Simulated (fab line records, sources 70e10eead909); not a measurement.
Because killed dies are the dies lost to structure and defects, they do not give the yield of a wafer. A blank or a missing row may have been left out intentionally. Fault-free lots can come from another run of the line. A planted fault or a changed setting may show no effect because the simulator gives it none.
Problem report, 8D (eight disciplines) form, completed by code | flow nand_harc | the parts of the form that need people (team, actions taken, sign-off) are left out

1. THE PROBLEM
Wafers with no fault read 61 with a standard deviation of 17, whereas killed_dies at NHARC_END_SORT_01 reads a mean of 251 on 1 wafer of 1 lot. Relative to the usual mean, that is a shift of +11 standard deviations.
First seen on wafer L419.4, day 29 10:46, on prober-01. The record holds 3 wafers of 1 lot with a number at this step. The rule behind "out" and "out of limits": a value lying over 4 standard deviations away from the usual mean. The other wafers with a number count as sound.

2. WHAT IT IS; WHAT IT IS NOT
question                    | is                           | is not
which readings at this step | killed_dies, killed_at_array | killed_at_other, killed_at_periphery, killed_open, killed_short
which lots                  | L419                         | -
which wafers of those lots  | L419.4                       | L419.3, L419.5
read on which gauges        | prober-01                    | -
when                        | from day 29 10:46            | up to then (1 sound wafer); but 1 sound wafer of L419 came after

3. SUSPECTS, AND WHAT RULES EACH OUT
Counting: if a tool at a process step up to the reading ran every lot that is out, it stays a suspect. Sound lots after the first of them don't rule it out here, since some wafers of a struck lot are sound.
- the gauge at NHARC_END_SORT_01 is ruled out. All the wafers that are out were read on prober-01, but those of them that NHARC_A_STAIRCASE_ETCH_15 has rows for are out there too, on other tools.
- rie_diel-05 at NHARC_A_STAIRCASE_DESCUM_168 (chemistry O2, time 3 s): kept. It ran the lot that is out, L419 (day 20 14:22).
- rie_diel-05 at NHARC_A_STAIRCASE_ETCH_15 (etches the open film in C4F8/O2, target depth 100 nm, time 40.5 s): kept. It ran the lot that is out, L419 (day 20 17:40). Its own oes_product_au readings are out on those wafers.
- rie_diel-11 at NHARC_A_STAIRCASE_ETCH_23 (etches the open film in C4F8/O2, target depth 100 nm, time 40.5 s): kept. It ran the lot that is out, L419 (day 29 09:58). With no start given for some of its lots, NHARC_A_STAIRCASE_ETCH_23 uses the hours and lot order of NHARC_END_SORT_01.
- rie_diel-11 at NHARC_A_STAIRCASE_TRIM_26 (chemistry O2, time 211.2 s): kept. It ran the lot that is out, L419 (day 29 09:58). With no start given for some of its lots, NHARC_A_STAIRCASE_TRIM_26 uses the hours and lot order of NHARC_END_SORT_01.
- In rie_diel-05 at NHARC_A_STAIRCASE_DESCUM_168, the wafers that are out were processed in chamber 2 and their sound lot-mates in chambers 0, 1.
- In rie_diel-05 at NHARC_A_STAIRCASE_ETCH_15, the wafers that are out were processed in chamber 2 and their sound lot-mates in chambers 1, 3.
- The sound lot-mates ran in chamber 1 of rie_diel-11 at NHARC_A_STAIRCASE_TRIM_26, but the wafers that are out ran in chamber 3.
Left after counting: rie_diel-05 at NHARC_A_STAIRCASE_DESCUM_168, rie_diel-05 at NHARC_A_STAIRCASE_ETCH_15, rie_diel-11 at NHARC_A_STAIRCASE_ETCH_23, rie_diel-11 at NHARC_A_STAIRCASE_TRIM_26.

4. THE CAUSE (what the simulator had put in)
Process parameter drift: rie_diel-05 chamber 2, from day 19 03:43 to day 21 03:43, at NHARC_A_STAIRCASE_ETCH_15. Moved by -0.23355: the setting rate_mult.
Counting left 4 suspects, and this tool is among them.

5. THE EFFECT CHAIN, in route order
Each row: a reading where the mean over the struck wafers with a number is more than 3 standard deviations away from the usual. Only readings for which the record gives a usual standard deviation are gone through. hours: the time from each lot's start at the first step in this table that gives one to its start at this step, as a median over the lots. sigmas: the change in usual standard deviations.
hours | step                      | reading         | usual      | on struck wafers | change | sigmas
0     | NHARC_A_STAIRCASE_ETCH_15 | oes_product_au  | 0.945 a.u. | 0.818            | -0.127 | -7.9
209   | NHARC_END_SORT_01         | killed_at_array | 56         | 243              | +187   | +11
209   | NHARC_END_SORT_01         | killed_dies     | 61         | 251              | +190   | +11
Process steps it contains:
- NHARC_A_STAIRCASE_ETCH_15: etches the open film in C4F8/O2, target depth 100 nm, time 40.5 s.

6. HOW IT WOULD HAVE BEEN CAUGHT EARLIER
Counted from the fault's start at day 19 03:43, it took 247 hours until the first out-of-limits reading at a measuring or inspecting step in this record, taken at day 29 10:46.
At NHARC_A_STAIRCASE_ETCH_15, the tool's own readings (oes_product_au) were out on each struck wafer the step has a row for, so an alarm limit on them would have fired on the first such wafer.
By day 29 10:46 the whole set of lots that are out, 1 in number, had already begun NHARC_A_STAIRCASE_ETCH_15 on rie_diel-05. Tool hold at that time: it would have spared none of them.
